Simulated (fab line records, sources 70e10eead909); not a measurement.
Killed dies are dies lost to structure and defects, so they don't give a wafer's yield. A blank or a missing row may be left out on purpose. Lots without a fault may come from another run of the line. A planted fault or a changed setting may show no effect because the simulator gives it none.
Chamber matching | flow nand_harc | NHARC_A_CONTACT_DEP_58 on pecvd-03: 3 sister chambers
The step deposits SiON, target thk 60 nm. 3 wafers are shown with their chamber, then 10 later ones without.

WAFERS WITH THEIR CHAMBER
wafer  | chamber | heater_power_w (W)
L080.2 | 0       | 644
L080.3 | 1       | 747
L082.4 | 2       | 795

WAFERS WITHOUT THEIR CHAMBER
wafer  | heater_power_w (W)
L082.5 | 680
L083.2 | 611
L083.4 | 609
L083.5 | 771
L086.1 | 737
L086.2 | 746
L086.3 | 619
L097.1 | 729
L097.2 | 649
L097.6 | 758

WHICH CHAMBER EACH WENT THROUGH
wafer  | from the rows above     | in truth
L082.5 | can't be placed: 0 or 1 | 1
L083.2 | 0                       | 0
L083.4 | 0                       | 0
L083.5 | can't be placed: 1 or 2 | 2
L086.1 | 1                       | 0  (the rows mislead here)
L086.2 | 1                       | 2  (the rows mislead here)
L086.3 | 0                       | 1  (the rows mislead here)
L097.1 | 1                       | 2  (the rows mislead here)
L097.2 | 0                       | 0
L097.6 | can't be placed: 1 or 2 | 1
Placed correctly: 3 of 10. Can't be placed from these rows: 3 (the true chamber is among the candidates in 3). Placed wrongly: 4.
How it was worked out, from the rows above alone: a wafer's distance from a chamber is the root of the sum, over the readings, of the square of ((its reading less the chamber's mean) divided by the reading's scatter). The wafer belongs to the nearest chamber; if the next one is less than 2 further off, it can't be placed. A chamber's mean is the mean of its shown wafers. The scatter: with one shown wafer a chamber, the root of the mean of the squares of how far each hidden wafer lies from its nearest shown one.
